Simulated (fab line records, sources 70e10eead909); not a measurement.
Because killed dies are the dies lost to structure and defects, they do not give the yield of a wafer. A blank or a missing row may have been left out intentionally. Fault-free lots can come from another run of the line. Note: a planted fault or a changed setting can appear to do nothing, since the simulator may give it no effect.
Matching of chambers	flow nand harc	NHARC_P_CONTACT_ALD_22 on ald metal-02 has 4 sister chambers
The step deposits TiN, target thk 3 nm, pulse time 1 s, ald cycles 150. 4 wafers are shown with their chamber, then 7 later ones without.

## WAFERS WITH THEIR CHAMBER
wafer	chamber	heater power w (W)
L476.4	1	1240
L480.5	3	944
L484.1	2	1178
L484.4	0	937

## WAFERS WITH NO CHAMBER GIVEN
wafer	heater power w (W)
L484.6	1191
L488.1	1183
L488.3	953
L488.6	961
L493.1	955
L493.2	1343
L493.4	937

## WHICH CHAMBER EACH ONE RAN IN
wafer	from the rows above	in truth
L484.6	can't be placed: 2 or 1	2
L488.1	can't be placed: 2 or 1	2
L488.3	can't be placed: 3 or 0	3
L488.6	can't be placed: 3 or 0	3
L493.1	can't be placed: 3 or 0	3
L493.2	can't be placed: 1 or 2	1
L493.4	can't be placed: 0 or 3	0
Correctly placed: 0 of 7. Cannot be placed on the basis of these rows: 7; the candidates contain the true chamber in 7. Number placed wrongly: 0.
How it was worked out, from the rows above alone: a wafer's distance from a chamber is the root of the sum, over the readings, of the square of ((its reading less the chamber's mean) divided by the reading's scatter). The wafer belongs to the nearest chamber; if the next one is less than 2 further off, it can't be placed. A chamber's mean is the mean of its shown wafers. The scatter: root of mean squared gap, hidden wafer to nearest shown wafer, with one shown wafer a chamber.
